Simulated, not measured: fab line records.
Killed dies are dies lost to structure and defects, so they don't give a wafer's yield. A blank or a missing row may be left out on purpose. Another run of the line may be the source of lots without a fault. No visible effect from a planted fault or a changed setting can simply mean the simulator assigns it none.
fab line records -- flow nandHarc
record: lots: 13, wafers: 38, lastDay: 33
route steps=1302 shown A_STAIRCASE@671 END@1302
lots untouched by any fault: they come from a run of this same line in which no faults occurred
startH: hours from the record's opening day to when the first of the lot's shown wafers began -- waitH: time in hours since the lot's previous step -- " the same as in the row above -- L1.1+2: a row that stands for several wafers -- - either no value or no given start -- * or withheld: withheld -- < > ~ a bound
route shown NAME@n: names a module that has steps shown in the file, with the first one's number in the route -- usual: average and standard deviation across the fault-free wafers -- same: alike in all rows -- chamber/n: place in a boat -- sites: the reading at each site -- _std_site: the standard deviation of these -- _edge_site: outer sites' mean less inner sites' -- radiusMm: for every site, how far away it sits from the centre of the wafer -- mask NAME#n: copy n -- behind: tool/chamber where the wafer was last shaped -- hold: the reason the lot was held/the length of the hold in hours/how it ended -- device: the transistor (n, p or np) that didn't switch -- end of line: tests of these same wafers at the route's end -- step lacking rows: just its recipe -- killed: at the first sort, the dies lost to defects and structure; wafer yield is something else -- map: dies across one wafer; x = killed, . = not, _ = none there
set.NAME: setting as actually run; set.NAME@STEP: the setting as run at that earlier step -- model.NAME: the simulator's own value behind a step, which no gauge read
a sample of lots followed through the steps of the route, with each step as a table and each wafer as a row
services: the hour from which a tool's chamber was out of use, counted from the record's first day as startH (under 0 if before that day), plus the number of hours and why
== steps ==
step: NHARC_A_STAIRCASE_ETCH_15
recipe: targetDepthA: 1000, timeS: 40.5, ionEnergyEv: 400, c4f8FlowSccm: 20, o2FlowSccm: 10, arFlowSccm: withheld, rfW: 600, biasW: 1000, chemistry: C4F8/O2
usual: oesProductAu: 0.934/0.013, rfVppV: 897/6.3, runLengthS: 61.8/0.44
same: timeS: 40.5
lot.wafer,tool,chamber,startH,waitH,oesProductAu,rfHoursCounterH,rfVppV,runLengthS
L182.2,rieDiel-01,0,-,-,0.920,51,895,61.9
L182.1,rieDiel-01,2,-,-,0.929,47,892,61.8
L182.5,rieDiel-01,0,-,-,0.922,-,895,61.7
L181.1,rieDiel-01,3,-,-,0.937,50,889,61.7
L181.4,rieDiel-01,3,-,-,0.933,-,890,61.8
L181.6,rieDiel-01,2,-,-,0.940,-,890,62.1
L183.1,rieDiel-04,0,-,-,0.926,6,894,61.5
L183.2,rieDiel-04,1,-,-,0.933,7,887,61.4
L183.3,rieDiel-04,3,-,-,0.915,6,888,61.7
L185.2,rieDiel-04,3,-,-,0.927,8,889,61.4
L185.5,rieDiel-04,0,-,-,0.945,-,893,61.2
L185.6,rieDiel-04,1,-,-,0.930,-,888,61.6
L187.3,rieDiel-01,3,-,-,0.953,7,888,62.0
L187.4,rieDiel-01,0,-,-,0.943,9,895,61.7
L187.6,rieDiel-01,3,-,-,0.939,-,889,62.4
L189.2,rieDiel-01,2,-,-,0.942,14,892,61.6
L189.1,rieDiel-01,0,-,-,0.921,14,894,61.8
L189.6,rieDiel-01,2,-,-,0.942,-,891,61.5
L190.1,rieDiel-06,1,-,-,0.941,42,904,62.0
L190.2,rieDiel-06,0,-,-,0.939,41,899,62.6
L190.6,rieDiel-06,2,-,-,0.935,-,905,62.4
L191.3,rieDiel-04,1,-,-,0.937,27,889,61.3
L191.4,rieDiel-04,2,-,-,0.932,30,906,61.4
L198.3,rieDiel-04,2,-,-,0.932,49,905,61.6
L198.6,rieDiel-04,2,-,-,0.931,-,905,61.5
L198.5,rieDiel-04,3,-,-,0.936,-,885,61.2
L199.2,rieDiel-06,2,-,-,0.931,15,905,62.2
L199.1,rieDiel-06,1,-,-,0.943,15,904,61.3
L199.5,rieDiel-06,2,-,-,0.932,-,905,62.2
L200.4,rieDiel-01,1,-,-,0.917,55,898,61.4
L200.1,rieDiel-01,2,-,-,0.948,54,891,61.9
L200.6,rieDiel-01,1,-,-,0.911,-,899,61.5
L201.1,rieDiel-04,2,-,-,0.938,3,903,61.3
L201.2,rieDiel-04,1,-,-,0.944,4,888,61.3
L201.5,rieDiel-04,3,-,-,0.963,-,905,61.6
L203.3,rieDiel-06,2,-,-,0.942,29,904,62.3
L203.4,rieDiel-06,3,-,-,0.970,28,899,61.4
L203.2,rieDiel-06,0,-,-,0.940,28,899,62.5
step: NHARC_A_STAIRCASE_TRIM_16
recipe: timeS: 211.2, o2FlowSccm: 500, arFlowSccm: 0, biasW: 0, chemistry: O2
usual: drypumpMotorCurrentA: 5.8/0.48, oesProductAu: 0.993/0.011, rfVppV: 57.9/0.95, showerheadPlenumPTorr: 3.56/0.17, throttleValvePct: 17.037/0.0086
same: timeS: 211.2
lot.wafer,tool,chamber,startH,waitH,drypumpMotorCurrentA,oesProductAu,rfHoursCounterH,rfVppV,showerheadPlenumPTorr,throttleValvePct
L182.1,rieDiel-01,3,-,-,5.2,0.995,50,56.6,3.36,17.040
L182.2,rieDiel-01,0,-,-,5.1,0.981,52,59.0,3.50,17.040
L182.5,rieDiel-01,3,-,-,5.2,0.994,-,56.0,3.36,17.037
L181.1,rieDiel-01,0,-,-,5.0,1.001,52,57.4,3.50,17.049
L181.4,rieDiel-01,0,-,-,5.0,0.993,-,56.0,3.49,17.040
L181.6,rieDiel-01,2,-,-,5.7,1.016,-,56.7,3.40,17.023
L183.2,rieDiel-04,3,-,-,6.2,0.993,6,58.0,3.29,17.031
L183.1,rieDiel-04,0,-,-,5.7,0.992,6,58.7,3.45,17.032
L183.3,rieDiel-04,2,-,-,5.9,1.010,8,58.4,3.80,17.043
L185.2,rieDiel-04,2,-,-,5.9,1.002,9,58.6,3.80,17.052
L185.6,rieDiel-04,2,-,-,5.9,0.996,-,58.1,3.80,17.034
L185.5,rieDiel-04,3,-,-,6.3,0.992,-,57.3,3.29,17.044
L187.4,rieDiel-01,2,-,-,5.7,0.999,8,57.1,3.39,17.037
L187.3,rieDiel-01,1,-,-,6.4,0.968,10,55.8,3.62,17.037
L187.6,rieDiel-01,3,-,-,5.2,0.996,-,58.1,3.35,17.024
L189.1,rieDiel-01,2,-,-,5.7,1.002,14,57.8,3.39,17.010
L189.2,rieDiel-01,3,-,-,5.2,1.003,13,58.0,3.35,17.049
L189.6,rieDiel-01,2,-,-,5.7,0.992,-,57.8,3.39,17.039
L190.2,rieDiel-06,3,-,-,6.0,0.996,39,59.8,3.61,17.028
L190.1,rieDiel-06,1,-,-,6.8,0.983,42,57.7,3.75,17.029
L190.6,rieDiel-06,3,-,-,6.0,0.991,-,58.0,3.61,17.030
L191.4,rieDiel-04,1,-,-,5.7,1.004,27,56.9,3.32,17.041
L191.3,rieDiel-04,2,-,-,5.9,0.995,30,58.5,3.79,17.031
L198.3,rieDiel-04,1,-,-,5.7,1.000,47,57.0,3.31,17.042
L198.6,rieDiel-04,2,-,-,5.9,0.982,-,57.1,3.78,17.043
L198.5,rieDiel-04,3,-,-,6.3,0.977,-,56.9,3.27,17.045
L199.2,rieDiel-06,0,-,-,5.8,1.001,18,59.3,3.61,17.039
L199.1,rieDiel-06,1,-,-,6.8,0.978,15,58.8,3.74,17.032
L199.5,rieDiel-06,1,-,-,6.8,0.980,-,58.1,3.74,17.026
L200.4,rieDiel-01,2,-,-,5.7,0.998,54,59.5,3.37,17.052
L200.1,rieDiel-01,1,-,-,6.4,0.974,55,58.0,3.60,17.041
L200.6,rieDiel-01,2,-,-,5.7,1.000,-,57.1,3.37,17.042
L201.1,rieDiel-04,2,-,-,6.0,0.987,3,59.6,3.78,17.050
L201.2,rieDiel-04,0,-,-,5.7,1.007,4,57.1,3.42,17.035
L201.5,rieDiel-04,2,-,-,6.0,0.978,-,59.4,3.78,17.027
L203.4,rieDiel-06,2,-,-,5.3,0.993,29,58.9,3.76,17.042
L203.3,rieDiel-06,3,-,-,6.0,1.017,28,56.4,3.59,17.047
L203.2,rieDiel-06,0,-,-,5.8,1.002,28,59.2,3.60,17.030
step: NHARC_A_STAIRCASE_ETCH_21
recipe: targetDepthA: 1000, timeS: 40.5, ionEnergyEv: 400, c4f8FlowSccm: 20, o2FlowSccm: 10, arFlowSccm: withheld, rfW: 600, biasW: 1000, chemistry: C4F8/O2
usual: oesProductAu: 0.945/0.022, rfVppV: 897/6, runLengthS: 61.8/0.44
same: timeS: 40.5
lot.wafer,tool,chamber,startH,waitH,oesProductAu,rfHoursCounterH,rfVppV,runLengthS
L182.1,rieDiel-01,2,-,-,0.936,48,893,61.5
L182.2,rieDiel-01,3,-,-,0.924,51,890,61.8
L182.5,rieDiel-01,2,-,-,0.944,-,891,61.6
L181.4,rieDiel-06,1,-,-,0.922,13,905,61.7
L181.1,rieDiel-06,3,-,-,0.955,14,899,61.3
L181.6,rieDiel-06,1,-,-,0.926,-,903,61.3
L183.1,rieDiel-01,0,-,-,0.970,0,895,62.2
L183.3,rieDiel-01,2,-,-,0.957,0,891,61.6
L183.2,rieDiel-01,3,-,-,0.976,0,890,62.0
L185.2,rieDiel-04,3,-,-,0.915,8,886,61.5
L185.6,rieDiel-04,2,-,-,0.936,-,904,61.9
L185.5,rieDiel-04,3,-,-,0.919,-,885,61.6
L187.3,rieDiel-01,3,-,-,0.923,7,889,61.7
L187.4,rieDiel-01,0,-,-,0.917,9,895,61.9
L187.6,rieDiel-01,3,-,-,0.932,-,890,61.7
L189.1,rieDiel-01,1,-,-,0.930,16,898,61.9
L189.2,rieDiel-01,3,-,-,0.950,13,890,62.2
L189.6,rieDiel-01,1,-,-,0.934,-,899,61.3
L190.2,rieDiel-06,2,-,-,0.933,41,904,62.4
L190.1,rieDiel-06,1,-,-,0.928,42,904,61.3
L190.6,rieDiel-06,2,-,-,0.936,-,905,62.0
L191.3,rieDiel-01,1,-,-,0.945,23,898,61.1
L191.4,rieDiel-01,0,-,-,0.947,23,895,61.9
L198.3,rieDiel-06,0,-,-,0.974,7,898,62.5
L198.6,rieDiel-06,2,-,-,0.948,-,905,62.2
L198.5,rieDiel-06,3,-,-,0.998,-,899,61.4
L199.2,rieDiel-01,0,-,-,0.951,48,893,61.9
L199.1,rieDiel-01,2,-,-,0.936,54,890,61.8
L199.5,rieDiel-01,3,-,-,0.949,-,888,61.8
L200.1,rieDiel-06,2,-,-,0.924,15,904,62.3
L200.4,rieDiel-06,1,-,-,0.902,16,904,61.3
L200.6,rieDiel-06,2,-,-,0.921,-,905,62.2
L201.1,rieDiel-06,3,-,-,0.999,22,899,62.0
L201.2,rieDiel-06,2,-,-,0.964,22,906,62.1
L201.5,rieDiel-06,0,-,-,0.963,-,900,62.5
L203.4,rieDiel-04,3,-,-,0.984,10,907,61.2
L203.3,rieDiel-04,1,-,-,0.973,8,888,61.2
L203.2,rieDiel-04,2,-,-,0.942,10,904,61.8
step: NHARC_A_STAIRCASE_ETCH_27
recipe: targetDepthA: 1000, timeS: 40.5, ionEnergyEv: 400, c4f8FlowSccm: 20, o2FlowSccm: 10, arFlowSccm: withheld, rfW: 600, biasW: 1000, chemistry: C4F8/O2
usual: oesProductAu: 0.937/0.013, rfVppV: 897/6.1, runLengthS: 61.8/0.4
lot.wafer,tool,chamber,startH,waitH,oesProductAu,rfHoursCounterH,rfVppV,runLengthS
L182.1,rieDiel-01,0,363.26,-,0.939,53,895,62.1
L182.2,rieDiel-01,2,363.26,-,0.947,49,891,62.0
L182.5,rieDiel-01,0,363.26,-,0.934,-,895,62.0
L181.1,rieDiel-06,1,363.41,-,0.917,14,904,61.4
L181.4,rieDiel-06,3,363.41,-,0.941,14,900,61.6
L181.6,rieDiel-06,2,363.41,-,0.926,-,905,62.1
L183.3,rieDiel-01,0,392.97,-,0.935,0,895,62.3
L183.1,rieDiel-01,1,392.97,-,0.911,1,898,61.8
L183.2,rieDiel-01,2,392.97,-,0.947,1,891,61.5
L185.2,rieDiel-04,1,399.26,-,0.948,9,888,61.6
L185.5,rieDiel-04,3,399.26,-,0.934,-,885,61.8
L185.6,rieDiel-04,0,399.26,-,0.948,-,894,61.5
L187.4,rieDiel-01,1,415.77,-,0.914,11,900,61.2
L187.3,rieDiel-01,0,415.77,-,0.915,10,896,61.9
L187.6,rieDiel-01,1,415.77,-,0.905,-,899,61.6
L189.1,rieDiel-01,2,432.37,-,0.939,14,891,61.9
L189.2,rieDiel-01,3,432.37,-,0.942,13,889,71.6
L189.6,rieDiel-01,3,432.37,-,0.943,-,888,61.9
L190.1,rieDiel-06,2,449.66,-,0.919,42,905,62.0
L190.2,rieDiel-06,1,449.66,-,0.924,43,904,61.8
L190.6,rieDiel-06,2,449.66,-,0.919,-,904,62.3
L191.3,rieDiel-01,0,462.40,-,0.950,23,894,62.3
L191.4,rieDiel-01,2,462.40,-,0.932,21,892,71.3
L198.3,rieDiel-06,3,517.27,-,0.961,8,899,61.8
L198.5,rieDiel-06,3,517.27,-,0.955,-,897,62.1
L198.6,rieDiel-06,0,517.27,-,0.937,-,900,62.3
L199.2,rieDiel-01,0,543.08,-,0.937,49,892,62.1
L199.1,rieDiel-01,1,543.08,-,0.917,56,897,61.6
L199.5,rieDiel-01,3,543.08,-,0.948,-,890,61.7
L200.4,rieDiel-06,2,543.58,-,0.931,16,904,62.0
L200.1,rieDiel-06,0,543.58,-,0.930,18,899,62.8
L200.6,rieDiel-06,3,543.58,-,0.945,-,898,61.3
L201.2,rieDiel-06,3,561.64,-,0.974,22,898,61.3
L201.1,rieDiel-06,0,561.64,-,0.926,23,899,62.5
L201.5,rieDiel-06,1,561.64,-,0.929,-,902,61.4
L203.4,rieDiel-04,1,574.19,-,0.931,8,888,61.5
L203.2,rieDiel-04,2,574.19,-,0.930,10,905,61.6
L203.3,rieDiel-04,3,574.19,-,0.970,11,904,61.4
step: NHARC_END_SORT_01
recipe: tempC: 25
usual: killedAtArray: 47/18, killedAtOther: 0.9/1.1, killedAtPeriphery: 4/3.1, killedDies: 52/18, killedOpen: 3.1/1.5, killedShort: 2.4/1.5
same: grossDies: 677
lot.wafer,tool,chamber,startH,waitH,killedAtArray,killedAtOther,killedAtPeriphery,killedDies,killedOpen,killedShort
L189.1,prober-01,0,639.61,2.5,59,1,8,68,4,5
L189.2,prober-01,0,640.40,2.8,290,0,7,297,1,3
L189.6,prober-01,0,643.55,3.9,88,1,4,93,5,7
L199.2,prober-01,0,764.67,2.8,64,1,1,66,2,3
killed by level:class
L189.1 A_SLIT:chamberFilmFlake=19 A_CHANNEL_HOLE_D2:chamberFilmFlake=16 P_CONTACT:chamberFilmFlake=5 A_CHANNEL_HOLE_D1:chamberFilmFlake=4 A_CONTACT:chamberFilmFlake=4 A_CHANNEL_FILL_D2:chamberFilmFlake=3 P_GATE:chamberFilmFlake=2 A_DECK1_JOINT:chamberFilmFlake=2
L189.2 A_STAIRCASE:areaEtch=208 A_CHANNEL_HOLE_D2:chamberFilmFlake=30 A_SLIT:chamberFilmFlake=24 A_CONTACT:chamberFilmFlake=8 A_CHANNEL_HOLE_D1:chamberFilmFlake=5 A_CHANNEL_FILL_D2:chamberFilmFlake=5 P_CONTACT:chamberFilmFlake=4 A_WL_FILL:chamberFilmFlake=3
L189.6 A_CHANNEL_HOLE_D2:chamberFilmFlake=35 A_SLIT:chamberFilmFlake=23 A_CONTACT:chamberFilmFlake=5 A_WL_FILL:chamberFilmFlake=4 P_STI:chamberFilmFlake=3 A_CHANNEL_HOLE_D1:chamberFilmFlake=3 A_DECK1_JOINT:chamberFilmFlake=3 A_CHANNEL_FILL_D2:chamberFilmFlake=3
L199.2 A_SLIT:chamberFilmFlake=21 A_CHANNEL_HOLE_D2:chamberFilmFlake=17 A_CHANNEL_HOLE_D1:chamberFilmFlake=8 A_CONTACT:chamberFilmFlake=8 A_M0:geometricParticle:short=2 A_CHANNEL_FILL_D1:chamberFilmFlake=2 A_STAIRCASE:chamberFilmFlake=2 P_M0:geometricParticle:open=1
== services ==
tool,chamber,startH,hours,kind
rieDiel-01,0,336.86,-,clean
rieDiel-01,1,336.86,-,clean
rieDiel-01,2,336.86,-,clean
rieDiel-01,3,336.86,-,clean
rieDiel-01,2,339.05,7.9,repair
rieDiel-04,-,356.61,9.0,pm
rieDiel-01,0,361.39,-,clean
rieDiel-01,1,361.39,-,clean
rieDiel-01,2,361.39,-,clean
rieDiel-01,3,361.39,-,clean
rieDiel-01,-,381.16,9.0,pm
rieDiel-01,0,381.16,9.0,ventCycle
rieDiel-01,1,381.16,9.0,ventCycle
rieDiel-01,2,381.16,9.0,ventCycle
rieDiel-01,3,381.16,9.0,ventCycle
rieDiel-01,0,390.16,-,clean
rieDiel-01,0,390.16,-,consumableReplace:focusRing
rieDiel-01,1,390.16,-,clean
rieDiel-01,1,390.16,-,consumableReplace:esc
rieDiel-04,3,427.19,12.8,repair
rieDiel-06,-,484.32,9.0,pm
rieDiel-04,2,498.99,9.0,repair
rieDiel-04,-,533.69,9.0,pm
rieDiel-01,-,558.16,9.0,pm
== key ==
firstSign: step: NHARC_A_STAIRCASE_ETCH_27, reading: runLengthS, direction: up, sigmas: 24, usual: *, struck: *
effect: step: NHARC_END_SORT_01, reading: killedAtArray, direction: up, sigmas: 14, usual: 47, struck: 290
moreKillsBornAt: NHARC_A_STAIRCASE_ETCH_27@rieDiel-01: 208
metAt NHARC_A_STAIRCASE_ETCH_27
struckLots L189,L191
struckWafers L189.2,L191.4
sortLeftOut L191.4
testerLeftOut L189,L191
notActingAt NHARC_A_STAIRCASE_ETCH_15,NHARC_A_STAIRCASE_TRIM_16,NHARC_A_STAIRCASE_ETCH_21
onsetBetween 415.77 432.37
fault: kind: processParameterDrift, tool: rieDiel-01, chamber: -, onsetH: 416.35, steps: NHARC_A_STAIRCASE_ETCH_27, channel: timeS, offset: *, shape: step, endH: 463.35, scope: struckWafersOnly, actsIn: *, stated: *
testerLeftOut: of these lots the tester's yield and bins aren't shown, on N5 and GAA mostly nor the transistor test; their killed dies are dies lost to structure and defects alone, not to doping, threshold or leakage, so they don't give the yield
sortLeftOut: the simulated sort isn't trusted on such a fault, so these wafers' sort isn't shown, and their yield isn't known
